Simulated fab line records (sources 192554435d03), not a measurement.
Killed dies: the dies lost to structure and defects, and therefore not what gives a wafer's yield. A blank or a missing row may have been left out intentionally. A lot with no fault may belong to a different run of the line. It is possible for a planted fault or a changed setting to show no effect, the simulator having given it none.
fab line records ; flow n5_finfet ; part 2 of 2: steps 25 to 30 of 30
[record] lots = 5; wafers = 15; last_day = 17
route steps=1938 shown MIM_BOT_LITHO@1863 MIM_BOT_ETCH@1866 PASS1_CAP@1873 TV_LITHO@1875 TV_OPEN@1887
lots that met no fault: taken from a fault-free run of the same line
start_h: hours from the record's opening day to when the first of the lot's shown wafers began ; wait_h: hours elapsed since this lot's preceding step ; " the same as in the row above ; L1.1+2: a row that stands for several wafers ; - value missing, or start not given ; * or withheld: withheld ; < > ~ a bound
route shown NAME@n: NAME is a module with steps in the file, n the number in the route of the first one ; usual: average and standard deviation across the fault-free wafers ; same: alike in all rows ; chamber/n: place in a boat ; sites: the reading at each site ; _std_site: the standard deviation of these ; _edge_site: the outer-site mean with the inner-site mean subtracted ; radius_mm: for every site, how far away it sits from the centre of the wafer ; mask NAME#n: copy n ; behind: the last tool/chamber to shape the wafer ; hold: why the lot went on hold/how many hours it stayed there/how the hold came to an end ; device: which transistor (n, p or np) failed to switch ; end of line: at the end of the route, the tests of the same wafers ; a step given without rows: its recipe and nothing more ; killed: at the first sort, the dies lost to defects and structure; wafer yield is something else ; map: a wafer's dies, marking killed ones x, the rest . and places with no die _
set.NAME: the setting as run; set.NAME@STEP: as run at that earlier step ; model.NAME: the simulator's own value behind a step, which no gauge read
lots at some steps of the route; a table a step, a row a wafer
services: a tool's chamber out of use, with start hour (start_h, from the record's first day; less than 0 if before it), hours out, and reason
[[steps]]
[step N5_PASSIVATION_PASS_ETCH_74]
[recipe] chemistry = CF4/O2; target = SiNx; target_depth_a = 2200; time_s = 110; ion_energy_ev = 100; pressure_mtorr = 40; source_w = 535; bias_w = 49; Ar_flow_sccm = 100; cf4_flow_sccm = 100; O2_flow_sccm = 10
[usual] O2_flow_sccm = 10.000/0.026; drypump_motor_current_A = 5.8/0.45; oes_o_777_au = 0.79/0.093; oes_product_au = 0.79/0.1; rf_vpp_V = 241.4/2.8; showerhead_plenum_p_Torr = 2.21/0.074; throttle_valve_pct = 16.07/0.27
lot.wafer;tool;chamber;start_h;wait_h;O2_flow_sccm;drypump_motor_current_A;oes_o_777_au;oes_product_au;rf_hours_counter_h;rf_vpp_V;showerhead_plenum_p_Torr;throttle_valve_pct
L081.3;rie_diel-05;2;338.96;0.0;10.071;5.5;0.84;0.87;38;236.6;2.16;15.62
L081.4;rie_diel-05;2;338.96;0.0;9.976;5.5;0.84;0.86;-;238.1;2.16;15.64
L081.6;rie_diel-05;1;338.96;0.0;9.992;6.7;0.67;0.68;-;244.5;2.17;16.39
L084.2;rie_diel-05;2;347.35;0.0;10.032;5.5;0.85;0.85;42;238.2;2.15;15.64
L084.3;rie_diel-05;1;347.35;0.0;10.033;6.7;0.66;0.68;258;244.8;2.17;16.39
L084.6;rie_diel-05;2;347.35;0.0;10.042;5.5;0.84;0.86;-;236.9;2.15;15.64
L086.2;rie_diel-05;3;364.76;0.0;9.980;5.6;0.69;0.67;249;243.6;2.17;16.58
L086.5;rie_diel-05;2;364.76;0.0;9.984;5.5;0.83;0.84;-;239.0;2.15;15.65
L086.6;rie_diel-05;3;364.76;0.0;10.019;5.6;0.68;0.67;-;243.1;2.17;16.58
L089.2;rie_diel-04;0;379.26;0.0;9.969;6.1;0.69;0.67;241;240.8;2.18;16.29
L089.3;rie_diel-04;2;379.26;0.0;10.046;5.5;0.71;0.72;229;242.0;2.27;16.19
L089.5;rie_diel-04;0;379.26;0.0;10.033;6.1;0.68;0.68;-;239.7;2.18;16.28
L094.2;rie_diel-04;0;404.02;0.0;9.974;6.1;0.68;0.67;250;239.9;2.17;16.30
L094.3;rie_diel-04;2;404.02;0.0;10.081;5.5;0.71;0.71;236;242.2;2.27;16.22
L094.4;rie_diel-04;3;404.02;0.0;10.016;5.7;0.87;0.88;54;244.4;2.33;16.04
[step N5_PASSIVATION_VIA_ETCH_13]
[recipe] chemistry = CHF3/O2; target = SiO2; target_depth_a = 6600; CHF3_flow_sccm = 50; O2_flow_sccm = 5; Ar_flow_sccm = 200; time_s = 330; mask_material = PR; pressure_mtorr = 30; source_w = 650; bias_w = 170; ion_energy_ev = 200; ends = cleared
[usual] O2_flow_sccm = 4.997/0.015; drypump_motor_current_A = 5.8/0.45; etch_rf_on_time_s = 235/4.3; oes_o_777_au = 0.79/0.093; oes_product_au = 0.71/0.092; rf_vpp_V = 526/6.1; showerhead_plenum_p_Torr = 2.41/0.083; throttle_valve_pct = 18.95/0.26
lot.wafer;tool;chamber;start_h;wait_h;O2_flow_sccm;drypump_motor_current_A;etch_rf_on_time_s;oes_o_777_au;oes_product_au;rf_hours_counter_h;rf_vpp_V;showerhead_plenum_p_Torr;throttle_valve_pct
L081.3;rie_diel-05;2;339.05;0.0;5.019;5.5;235;0.84;0.77;38;518;2.35;18.53
L081.4;rie_diel-05;2;339.05;0.0;5.033;5.5;238;0.84;0.78;-;519;2.35;18.53
L081.6;rie_diel-05;1;339.05;0.0;5.000;6.8;235;0.67;0.61;-;531;2.37;19.19
L084.2;rie_diel-05;2;347.44;0.0;4.999;5.5;229;0.84;0.78;42;518;2.35;18.55
L084.3;rie_diel-05;1;347.44;0.0;5.008;6.7;228;0.67;0.60;258;531;2.36;19.20
L084.6;rie_diel-05;2;347.44;0.0;4.978;5.5;233;0.85;0.77;-;516;2.35;18.53
L086.2;rie_diel-05;3;364.85;0.0;5.003;5.6;242;0.68;0.61;249;533;2.37;19.44
L086.5;rie_diel-05;2;364.85;0.0;5.005;5.5;234;0.84;0.77;-;515;2.35;18.54
L086.6;rie_diel-05;3;364.85;0.0;4.988;5.6;247;0.68;0.61;-;530;2.37;19.47
L089.2;rie_diel-04;0;379.35;0.0;5.003;6.1;235;0.68;0.62;241;525;2.38;19.16
L089.3;rie_diel-04;2;379.35;0.0;5.010;5.5;236;0.71;0.65;229;531;2.47;19.01
L089.5;rie_diel-04;0;379.35;0.0;5.005;6.1;237;0.69;0.62;-;524;2.38;19.16
L094.2;rie_diel-04;0;404.12;0.0;5.018;6.1;231;0.68;0.60;250;525;2.38;19.15
L094.3;rie_diel-04;2;404.12;0.0;4.990;5.5;231;0.72;0.64;236;529;2.47;19.03
L094.4;rie_diel-04;3;404.12;0.0;5.005;5.7;235;0.87;0.79;54;532;2.55;19.00
[step N5_PASSIVATION_STRIP_14]
[recipe] chemistry = O2; power_w = 600; temp_c = 60; pressure_mtorr = 30; rf_frequency_hz = 6e+07; bias_power_w = 0; overash_fraction = 0.5; o2_flow_sccm = 225
[usual] drypump_motor_current_A = 5.8/0.45; oes_product_au = 0.79/0.1; rf_vpp_V = 3.6/0.86; showerhead_plenum_p_Torr = 2.10/0.072; throttle_valve_pct = 16.75/0.28
lot.wafer;tool;chamber;start_h;wait_h;drypump_motor_current_A;oes_product_au;rf_hours_counter_h;rf_vpp_V;showerhead_plenum_p_Torr;throttle_valve_pct
L081.3;rie_diel-05;2;339.25;0.1;5.5;0.87;38;3.0;2.04;16.26
L081.4;rie_diel-05;2;339.25;0.1;5.5;0.87;-;4.2;2.04;16.28
L081.6;rie_diel-05;1;339.25;0.1;6.7;0.67;-;4.3;2.06;17.04
L084.2;rie_diel-05;2;347.63;0.1;5.5;0.84;42;3.3;2.04;16.32
L084.3;rie_diel-05;1;347.63;0.1;6.8;0.66;258;4.8;2.05;17.01
L084.6;rie_diel-05;2;347.63;0.1;5.5;0.86;-;3.7;2.04;16.29
L086.2;rie_diel-05;3;365.05;0.1;5.6;0.68;249;4.0;2.06;17.26
L086.5;rie_diel-05;2;365.05;0.1;5.5;0.86;-;2.3;2.04;16.30
L086.6;rie_diel-05;3;365.05;0.1;5.6;0.68;-;2.8;2.06;17.29
L089.2;rie_diel-04;0;379.55;0.1;6.1;0.69;241;3.8;2.07;16.95
L089.3;rie_diel-04;2;379.55;0.1;5.5;0.71;229;3.3;2.16;16.88
L089.5;rie_diel-04;0;379.55;0.1;6.1;0.69;-;3.1;2.07;16.96
L094.2;rie_diel-04;0;404.31;0.1;6.1;0.68;250;2.9;2.07;16.97
L094.3;rie_diel-04;2;404.31;0.1;5.5;0.69;237;3.2;2.16;16.89
L094.4;rie_diel-04;3;404.31;0.1;5.6;0.88;54;5.0;2.22;16.74
[step N5_PASSIVATION_ETCH_15]
[recipe] chemistry = CF4/N2; target = SiCN; target_depth_a = 750; taper_deg = 2; time_s = 81.2; ion_energy_ev = 150; mask_material = SiNx; pressure_mtorr = 40; source_w = 430; bias_w = 70; Ar_flow_sccm = 100; cf4_flow_sccm = 60; n2_flow_sccm = 60
[usual] drypump_motor_current_A = 5.8/0.46; oes_product_au = 0.79/0.1; rf_vpp_V = 382.3/1.8; showerhead_plenum_p_Torr = 2.21/0.075; throttle_valve_pct = 15.52/0.27
lot.wafer;tool;chamber;start_h;wait_h;drypump_motor_current_A;oes_product_au;rf_hours_counter_h;rf_vpp_V;showerhead_plenum_p_Torr;throttle_valve_pct
L081.3;rie_diel-05;2;-;-;5.5;0.86;38;380.3;2.16;15.10
L081.4;rie_diel-05;2;-;-;5.5;0.87;-;382.0;2.16;15.08
L081.6;rie_diel-05;1;-;-;6.8;0.68;-;381.1;2.17;15.81
L084.2;rie_diel-05;2;-;-;5.5;0.86;42;381.6;2.16;15.11
L084.3;rie_diel-05;1;-;-;6.8;0.67;258;382.0;2.17;15.83
L084.6;rie_diel-05;2;-;-;5.5;0.85;-;381.7;2.16;15.11
L086.2;rie_diel-05;3;-;-;5.6;0.67;249;381.2;2.17;16.06
L086.5;rie_diel-05;2;-;-;5.5;0.84;-;379.8;2.15;15.10
L086.6;rie_diel-05;3;-;-;5.6;0.67;-;381.0;2.17;16.03
L089.2;rie_diel-04;0;-;-;6.1;0.68;241;382.2;2.18;15.74
L089.3;rie_diel-04;2;-;-;5.5;0.72;229;382.0;2.27;15.66
L089.5;rie_diel-04;0;-;-;6.1;0.67;-;382.1;2.18;15.74
L094.2;rie_diel-04;0;-;-;6.1;0.68;250;381.7;2.17;15.75
L094.3;rie_diel-04;2;-;-;5.5;0.71;237;382.3;2.27;15.64
L094.4;rie_diel-04;3;-;-;5.6;0.88;54;385.8;2.33;15.49
[step N5_PASSIVATION_STRIP_73]
[recipe] chemistry = post_etch_residue_remover; time_s = 60; temp_c = 25; remover_ph = withheld; remover_water_wt_pct = withheld; remover_fluoride_wt_pct = withheld
lot.wafer;tool;chamber;start_h;wait_h
L081.3+4+6;wet_bench-02;0,4,2;339.40;-
L084.2+3+6;wet_bench-02;7,4,2;347.79;-
L086.2+5+6;wet_bench-05;3,1,2;365.21;-
L089.2+3+5;wet_bench-04;1,4,7;379.71;-
L094.2+3+4;wet_bench-02;0,3,6;404.47;-
[step N5_PASSIVATION_SRD_17]
[recipe] time_s = 30; temp_c = 23; rinse_liquid = diw; dry = n2_spin; spin_rpm = 1500; dry_time_s = 30
lot.wafer;tool;chamber;start_h;wait_h
L081.3+4+6;wet_bench-02;0,4,2;339.43;0.0
L084.2+3+6;wet_bench-02;7,4,2;347.81;0.0
L086.2+5+6;wet_bench-05;3,1,2;365.23;0.0
L089.2+3+5;wet_bench-04;1,4,7;379.73;0.0
L094.2+3+4;wet_bench-02;0,3,6;404.49;0.0
[[services]]
tool;chamber;start_h;hours;kind
pecvd-03;-;318.67;1.6;repair
krf_scanner-01;-;325.24;1.3;pm
rie_diel-05;0;325.56;-;clean
rie_diel-05;0;325.56;-;consumable_replace:focus_ring
rie_diel-05;0;325.56;16.5;scheduled_down
rie_diel-05;0;325.56;16.5;vent_cycle
pecvd-01;2;326.37;11.2;repair
rie_diel-03;2;330.71;4.4;repair
pecvd-03;-;339.69;1.8;repair
rie_diel-05;1;347.76;-;clean
rie_diel-05;1;347.76;-;consumable_replace:focus_ring
rie_diel-05;1;347.76;19.1;scheduled_down
rie_diel-05;1;347.76;19.1;vent_cycle
krf_scanner-02;-;350.45;0.8;pm
rie_metal-01;1;362.21;3.6;repair
rie_diel-05;3;368.40;-;clean
rie_diel-05;3;368.40;-;consumable_replace:focus_ring
rie_diel-05;3;368.40;15.5;scheduled_down
rie_diel-06;-;370.27;2.8;pm
krf_scanner-01;-;383.80;0.8;pm
rie_diel-06;1;389.46;5.7;repair
rie_diel-03;3;390.81;4.9;repair
pecvd-04;-;393.61;6.0;pm
krf_scanner-01;-;404.42;1.0;pm
